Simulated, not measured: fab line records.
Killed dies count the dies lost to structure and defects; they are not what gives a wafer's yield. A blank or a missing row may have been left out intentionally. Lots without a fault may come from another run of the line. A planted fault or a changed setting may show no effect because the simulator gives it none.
Which tool did it? + flow n5Finfet + 24 lots, 72 wafers sampled, at 2 steps of a route of 1938

## WHAT THE GAUGES SHOWED, per wafer
N5_BEOL_M6_INSPECT_30: inspects for defects (brightfield). Usual: rawDefectCount 410, standard deviation 100.
| lot  | measured     | on               | rawDefectCount | flag |
|------|--------------|------------------|----------------|------|
| L074 | day 8 08:13  | defectInspect-02 | 521 496 656    |      |
| L075 | day 8 17:28  | defectInspect-02 | 350 323 358    |      |
| L077 | day 9 06:22  | defectInspect-01 | 376 280 283    |      |
| L076 | day 9 10:18  | defectInspect-02 | 502 352 256    |      |
| L079 | day 9 14:23  | defectInspect-01 | 333 334 370    |      |
| L078 | day 9 22:53  | defectInspect-02 | 314 332 422    |      |
| L080 | day 10 12:20 | defectInspect-02 | 434 474 392    |      |
| L081 | day 10 16:03 | defectInspect-01 | 402 376 347    |      |
| L083 | day 10 15:53 | defectInspect-02 | 480 441 472    |      |
| L082 | day 10 19:52 | defectInspect-02 | 249 344 325    |      |
| L084 | day 11 07:13 | defectInspect-02 | 417 377 491    |      |
| L085 | day 11 14:32 | defectInspect-02 | 287 481 450    |      |
| L086 | day 11 23:20 | defectInspect-01 | 504 309 373    |      |
| L087 | day 12 10:16 | defectInspect-01 | 298 404 425    |      |
| L089 | day 12 12:37 | defectInspect-02 | 458 420 626    |      |
| L088 | day 12 17:34 | defectInspect-01 | 395 429 471    |      |
| L090 | day 13 06:11 | defectInspect-01 | 294 307 495    |      |
| L091 | day 13 17:25 | defectInspect-01 | 540 569 587    |      |
| L094 | day 13 23:07 | defectInspect-02 | 310 425 286    |      |
| L093 | day 13 22:59 | defectInspect-02 | 341 313 277    |      |
| L095 | day 14 05:28 | defectInspect-01 | 504 630 460    |      |
| L092 | day 14 13:31 | defectInspect-01 | 400 402 312    |      |
| L096 | day 14 19:28 | defectInspect-01 | 320 407 319    |      |
| L097 | day 15 11:39 | defectInspect-02 | 435 396 466    |      |

## TOOL THAT RAN EACH LOT (tool first, then ch and the chambers of the sampled wafers, then the start)
| lot  | N5_BEOL_M6_ETCH_61                |
|------|-----------------------------------|
| L074 | rieDiel-01 ch 1,2,3, day 8 06:05  |
| L075 | rieDiel-01 ch 1,3, day 8 13:49    |
| L077 | rieDiel-02 ch 2,3, day 9 05:29    |
| L076 | rieDiel-01 ch 1,2,3, day 9 08:26  |
| L079 | rieDiel-05 ch 0,1,3, day 9 13:08  |
| L078 | rieDiel-05 ch 0,2,3, day 9 20:56  |
| L080 | rieDiel-05 ch 0,1, day 10 11:31   |
| L081 | rieDiel-02 ch 1,3, day 10 13:42   |
| L083 | rieDiel-02 ch 0,1,3, day 10 14:23 |
| L082 | rieDiel-05 ch 0,2, day 10 18:55   |
| L084 | rieDiel-01 ch 0,1,3, day 11 06:10 |
| L085 | rieDiel-05 ch 0,2,3, day 11 13:39 |
| L086 | rieDiel-05 ch 2,3, day 11 19:44   |
| L087 | rieDiel-01 ch 0,1,3, day 12 07:48 |
| L089 | rieDiel-02 ch 0,1, day 12 10:33   |
| L088 | rieDiel-05 ch 0,1,3, day 12 16:02 |
| L090 | rieDiel-05 ch 0,2,3, day 13 04:37 |
| L091 | rieDiel-01 ch 1,2,3, day 13 13:55 |
| L094 | rieDiel-05 ch 1,2, day 13 17:31   |
| L093 | rieDiel-05 ch 0,2,3, day 13 20:56 |
| L095 | rieDiel-01 ch 0,2, day 14 03:47   |
| L092 | rieDiel-01 ch 0,1,3, day 14 10:59 |
| L096 | rieDiel-01 ch 1,2,3, day 14 18:01 |
| L097 | rieDiel-05 ch 0,3, day 15 09:35   |
- N5_BEOL_M6_ETCH_61: etches SiARC in CF4, target depth 45.5 nm, time 75.8 s.

## WHAT THE TOOLS THEMSELVES READ (means of the sampled wafers that have a number; where no wafer has one, the mark that the record gives instead)
N5_BEOL_M6_ETCH_61. Usual: drypumpMotorCurrentA 5.4 A, standard deviation 0.38; etchRfOnTimeS 76 s, standard deviation 3.1; oesProductAu 0.69 a.u., standard deviation 0.059; rfVppV 184.5 V, standard deviation 1.2; showerheadPlenumPTorr 2.17 Torr, standard deviation 0.063; throttleValvePct 15.58 %, standard deviation 0.26.
| lot  | tool       | drypumpMotorCurrentA (A) | etchRfOnTimeS (s) | oesProductAu (a.u.) | rfVppV (V) | showerheadPlenumPTorr (Torr) | throttleValvePct (%) | flag |
|------|------------|--------------------------|-------------------|---------------------|------------|------------------------------|----------------------|------|
| L074 | rieDiel-01 | 5.5                      | 79                | 0.69                | 184.3      | 2.20                         | 15.66                |      |
| L075 | rieDiel-01 | 5.7                      | 77                | 0.68                | 184.8      | 2.20                         | 15.91                |      |
| L077 | rieDiel-02 | 5.6                      | 73                | 0.68                | 184.6      | 2.19                         | 15.66                |      |
| L076 | rieDiel-01 | 5.5                      | 79                | 0.68                | 184.3      | 2.20                         | 15.67                |      |
| L079 | rieDiel-05 | 5.4                      | 74                | 0.70                | 184.9      | 2.16                         | 15.52                |      |
| L078 | rieDiel-05 | 5.2                      | 75                | 0.76                | 184.6      | 2.14                         | 15.48                |      |
| L080 | rieDiel-05 | 5.5                      | 72                | 0.72                | 184.5      | 2.13                         | 15.52                |      |
| L081 | rieDiel-02 | 5.1                      | 79                | 0.66                | 184.9      | 2.22                         | 15.65                |      |
| L083 | rieDiel-02 | 5.0                      | 76                | 0.65                | 184.6      | 2.18                         | 15.62                |      |
| L082 | rieDiel-05 | 5.3                      | 73                | 0.76                | 184.1      | 2.11                         | 15.49                |      |
| L084 | rieDiel-01 | 5.8                      | 77                | 0.71                | 185.3      | 2.22                         | 15.72                |      |
| L085 | rieDiel-05 | 5.2                      | 74                | 0.74                | 184.2      | 2.14                         | 15.52                |      |
| L086 | rieDiel-05 | 5.1                      | 76                | 0.76                | 185.2      | 2.17                         | 15.35                |      |
| L087 | rieDiel-01 | 5.8                      | 77                | 0.71                | 184.4      | 2.22                         | 15.73                |      |
| L089 | rieDiel-02 | 5.0                      | 81                | 0.63                | 185.0      | 2.20                         | 15.60                |      |
| L088 | rieDiel-05 | 5.4                      | 73                | 0.69                | 184.1      | 2.15                         | 15.57                |      |
| L090 | rieDiel-05 | 5.2                      | 74                | 0.73                | 183.8      | 2.13                         | 15.55                |      |
| L091 | rieDiel-01 | 5.5                      | 79                | 0.65                | 184.9      | 2.18                         | 15.76                |      |
| L094 | rieDiel-05 | 5.3                      | 76                | 0.72                | 184.8      | 2.18                         | 15.23                |      |
| L093 | rieDiel-05 | 5.2                      | 74                | 0.72                | 183.6      | 2.13                         | 15.56                |      |
| L095 | rieDiel-01 | 5.7                      | 76                | 0.72                | 184.8      | 2.21                         | 15.33                |      |
| L092 | rieDiel-01 | 5.8                      | 77                | 0.69                | 185.1      | 2.21                         | 15.77                |      |
| L096 | rieDiel-01 | 5.5                      | 80                | 0.63                | 184.3      | 2.18                         | 15.77                |      |
| L097 | rieDiel-05 | 5.2                      | 74                | 0.69                | 183.6      | 2.12                         | 15.77                |      |

## THE ANSWER, worked out from the rows above alone
Rule: take the mean of a lot's wafers that have a number; if it is more than 3 standard deviations from the usual mean, the lot is off. A lot without any number at a reading at which 4 lots or more have one is off too. All remaining lots with rows at the step are treated as sound. First the gauges in route order, then the tools' own readings, where a lot's mean is used as printed above. The first step at which some lot is off is used, and at that step the reading that is off furthest; a lot without a number counts as furthest.
No lot is off on any of the readings shown, so nothing can be concluded from this.

## WHAT WAS PUT IN BY THE SIMULATOR
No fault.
